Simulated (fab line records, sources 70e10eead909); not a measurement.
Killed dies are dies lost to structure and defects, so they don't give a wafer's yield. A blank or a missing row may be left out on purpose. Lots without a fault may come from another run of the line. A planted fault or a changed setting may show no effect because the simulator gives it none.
Which tool did it? | flow nand_harc | 12 lots, 36 wafers sampled, at 6 steps of a route of 1302

WHAT THE GAUGES READ, wafer by wafer
NHARC_A_SOURCE_PLATE_THK_MEAS_09: measures by ellipsometry.
lot  | measured     | on            | thk_nm (nm)
L725 | day 7 08:48  | film_metro-02 | 8.0 9.5 9.7
L727 | day 7 23:32  | film_metro-01 | 11.7 9.6 9.7
L728 | day 8 09:54  | film_metro-02 | 9.3 10.3 9.9
L730 | day 8 23:55  | film_metro-01 | 11.3 11.5 10.4
L729 | day 8 23:55  | film_metro-02 | 11.7 8.5 9.8
L731 | day 9 22:49  | film_metro-02 | 10.7 10.4 9.6
L732 | day 10 08:23 | film_metro-02 | 10.2 9.4 11.6
L733 | day 10 08:23 | film_metro-01 | 11.2 9.9 12.3
L734 | day 11 01:40 | film_metro-02 | 8.2 8.6 9.2
L735 | day 12 00:48 | film_metro-01 | 13.5 15.3 16.6 14.0 15.9 14.8
L736 | day 12 07:11 | film_metro-01 | 16.8 17.7 17.4 16.5 16.6 17.0
L748 | day 17 01:11 | film_metro-01 | 12.2 11.0 9.1

NHARC_A_ONON_D1_THK_MEAS_02: measures by ellipsometry.
lot  | measured     | on            | thk_nm (nm)
L725 | day 7 22:21  | film_metro-02 | 998 997 996
L727 | day 8 13:10  | film_metro-02 | 989 991 991
L728 | day 8 23:01  | film_metro-02 | 1006 1005 1008
L730 | day 9 13:24  | film_metro-02 | 1012 1011 1012
L729 | day 9 13:24  | film_metro-01 | 991 992 991
L731 | day 10 13:32 | film_metro-02 | 995 996 996
L732 | day 10 22:40 | film_metro-01 | 1004 1004 1003
L733 | day 10 22:41 | film_metro-02 | 1021 1022 1021
L734 | day 11 14:47 | film_metro-01 | 1017 1015 1016
L735 | day 12 15:36 | film_metro-01 | 985 987 986
L736 | day 12 23:51 | film_metro-01 | 993 994 992
L748 | day 17 15:13 | film_metro-01 | 1002 1001 1001

NHARC_END_SORT_01.
lot  | measured     | on        | killed_at_array | killed_at_other | killed_at_periphery | killed_dies | killed_open | killed_short
L730 | day 27 02:04 | prober-02 | 70 59 65        | 1 3 1           | 1 3 4               | 72 65 70    | 6 3 3       | 5 3 4
L731 | day 27 09:49 | prober-01 | 60 56 65        | 0 0 0           | 1 3 2               | 61 59 67    | 6 5 3       | 1 2 1
L735 | day 28 19:39 | prober-01 | 61 36 46        | 1 1 3           | 7 5 8               | 69 42 57    | 7 2 4       | 5 3 2
L736 | day 28 19:31 | prober-02 | 71 58 65        | 2 3 4           | 7 5 0               | 80 66 69    | 1 4 4       | 2 5 2
L748 | day 34 08:28 | prober-02 | 72 65 62        | 0 0 0           | 3 5 1               | 75 70 63    | 3 4 1       | 4 1 3

WHICH TOOL RAN EACH LOT (tool, then ch and the chambers of the sampled wafers, then the start)
lot  | NHARC_A_ZERO_WELL_ETCH_19          | NHARC_A_ZERO_WELL_RTA_16         | NHARC_A_SOURCE_PLATE_OXIDE_02
L725 | rie_diel-07 ch 1,2,3, day 6 23:13  | rtp_anneal-02 ch 0, day 7 00:26  | furnace-08 ch 0, day 7 04:44
L727 | rie_diel-09 ch 0,2,3, day 7 15:12  | rtp_anneal-02 ch 0, day 7 16:14  | furnace-02 ch 0, day 7 19:32
L728 | rie_diel-09 ch 0,1,3, day 8 01:47  | rtp_anneal-02 ch 0, day 8 02:50  | furnace-02 ch 0, day 8 05:46
L730 | rie_diel-07 ch 0,2, day 8 15:23    | rtp_anneal-02 ch 0, day 8 16:28  | furnace-08 ch 0, day 8 19:50
L729 | rie_diel-09 ch 0,3, day 8 15:43    | rtp_anneal-01 ch 0, day 8 16:46  | furnace-08 ch 0, day 8 19:50
L731 | rie_diel-09 ch 0,1,2, day 9 14:47  | rtp_anneal-02 ch 0, day 9 15:52  | furnace-02 ch 0, day 9 18:47
L732 | rie_diel-07 ch 1,2,3, day 9 23:50  | rtp_anneal-01 ch 0, day 10 00:52 | furnace-08 ch 0, day 10 04:19
L733 | rie_diel-07 ch 0,1,3, day 10 02:08 | rtp_anneal-02 ch 0, day 10 03:08 | furnace-08 ch 0, day 10 04:19
L734 | rie_diel-07 ch 2,3, day 10 15:32   | rtp_anneal-01 ch 0, day 10 16:45 | furnace-02 ch 0, day 10 21:39
L735 | rie_diel-07 ch 1,3, day 11 06:27   | rtp_anneal-01 ch 0, day 11 07:28 | furnace-02 ch 0, day 11 14:26
L736 | rie_diel-07 ch 0,2,3, day 11 13:25 | rtp_anneal-01 ch 0, day 11 14:27 | furnace-02 ch 0, day 11 20:26 and furnace-08 ch 0, day 12 02:49
L748 | rie_diel-07 ch 0,2, day 16 16:07   | rtp_anneal-02 ch 0, day 16 17:43 | furnace-08 ch 0, day 16 21:10
- NHARC_A_ZERO_WELL_ETCH_19: etches the open film in N2/H2, target depth 80 nm, overetch 24 nm, time 87.88 s.
- NHARC_A_ZERO_WELL_RTA_16: time 10 s.
- NHARC_A_SOURCE_PLATE_OXIDE_02: material SiO2, target thk 10 nm, ox time 1362 s.

WHAT THE TOOLS THEMSELVES READ (means of the sampled wafers that have a number; where no wafer has one, the mark that the record gives instead)
NHARC_A_ZERO_WELL_ETCH_19.
lot  | tool        | drypump_motor_current_A (A) | oes_product_au (a.u.) | rf_vpp_V (V) | showerhead_plenum_p_Torr (Torr) | throttle_valve_pct (%)
L725 | rie_diel-07 | 5.6                         | 0.998                 | 431.9        | 2.08                            | 14.167
L727 | rie_diel-09 | 5.6                         | 0.999                 | 430.0        | 2.04                            | 14.173
L728 | rie_diel-09 | 5.7                         | 0.994                 | 431.1        | 2.05                            | 14.181
L730 | rie_diel-07 | 6.0                         | 0.999                 | 431.3        | 2.08                            | 14.164
L729 | rie_diel-09 | 5.4                         | 1.004                 | 432.4        | 2.14                            | 14.172
L731 | rie_diel-09 | 5.9                         | 0.997                 | 429.3        | 2.00                            | 14.175
L732 | rie_diel-07 | 5.7                         | 1.005                 | 430.8        | 2.08                            | 14.168
L733 | rie_diel-07 | 5.2                         | 1.018                 | 431.2        | 2.09                            | 14.172
L734 | rie_diel-07 | 5.5                         | 1.003                 | 432.9        | 2.15                            | 14.179
L735 | rie_diel-07 | 5.3                         | 1.013                 | 430.6        | 2.05                            | 14.172
L736 | rie_diel-07 | 5.5                         | 0.996                 | 433.5        | 2.12                            | 14.179
L748 | rie_diel-07 | 6.0                         | 0.988                 | 431.9        | 2.07                            | 14.174

NHARC_A_ZERO_WELL_RTA_16.
lot  | tool          | lamp_power_pct (%) | lamp_zone_3_pct (%) | wafer_temp_C_max
L725 | rtp_anneal-02 | 32.7               | 32.7                | 1003.4
L727 | rtp_anneal-02 | 32.6               | 32.6                | 1003.7
L728 | rtp_anneal-02 | 32.7               | 32.7                | 1003.5
L730 | rtp_anneal-02 | 32.7               | 32.7                | 1003.5
L729 | rtp_anneal-01 | 28.6               | 28.6                | 1002.8
L731 | rtp_anneal-02 | 32.7               | 32.7                | 1003.3
L732 | rtp_anneal-01 | 28.7               | 28.7                | 1003.1
L733 | rtp_anneal-02 | 32.7               | 32.7                | 1003.7
L734 | rtp_anneal-01 | 28.7               | 28.7                | 1002.6
L735 | rtp_anneal-01 | 28.6               | 28.7                | 1002.9
L736 | rtp_anneal-01 | 28.6               | 28.7                | 1003.0
L748 | rtp_anneal-02 | 32.7               | 32.7                | 1003.7

NHARC_A_SOURCE_PLATE_OXIDE_02.
lot  | tool                  | ox_temp_c (C) | spike_tc_bottom_C (C)
L725 | furnace-08            | 899.8         | 918.8
L727 | furnace-02            | 899.4         | 916.2
L728 | furnace-02            | 899.7         | 916.1
L730 | furnace-08            | 899.9         | 918.9
L729 | furnace-08            | 900.0         | 919.7
L731 | furnace-02            | 899.6         | 916.2
L732 | furnace-08            | 900.0         | 920.2
L733 | furnace-08            | 899.8         | 918.5
L734 | furnace-02            | 900.4         | 916.7
L735 | furnace-02            | 900.2         | 917.0
L736 | furnace-02/furnace-08 | 900.2         | 917.5
L748 | furnace-08            | 900.0         | 919.7

THE ANSWER, worked out from the rows above alone
Rule: what is usual is taken from the lots themselves. Put in order of their means at a reading, lots are off if they are a third of the lots or fewer, leave a main group of 4 or more, and stand apart from it by a gap of 3 or more times the standard deviation of the main group's means; of several such gaps the widest counts. A main group whose means are all the same, to the digits that the tables above print for the reading, isn't used. A lot without any number at a reading at which 4 lots or more have one is off too. The other lots that the step has rows for count as sound. The gauges are gone through in route order, then the tools' own readings, and for those a lot's mean is taken as printed above. The first step at which some lot is off is used, and at that step the reading that is off furthest; a lot without a number counts as furthest.
Off: L735, L736, at NHARC_A_SOURCE_PLATE_THK_MEAS_09 (thk_nm). The main group: mean 10.2 nm, standard deviation 0.76.
A tool fits if, at a process step before that reading, it ran every lot that is off, and no sound lot after the first of them. The gauges at NHARC_A_SOURCE_PLATE_THK_MEAS_09 are tried like those tools. Can't be told from this: 2 tools fit, rtp_anneal-01 at NHARC_A_ZERO_WELL_RTA_16, furnace-02 at NHARC_A_SOURCE_PLATE_OXIDE_02.

WHAT THE SIMULATOR HAD PUT IN
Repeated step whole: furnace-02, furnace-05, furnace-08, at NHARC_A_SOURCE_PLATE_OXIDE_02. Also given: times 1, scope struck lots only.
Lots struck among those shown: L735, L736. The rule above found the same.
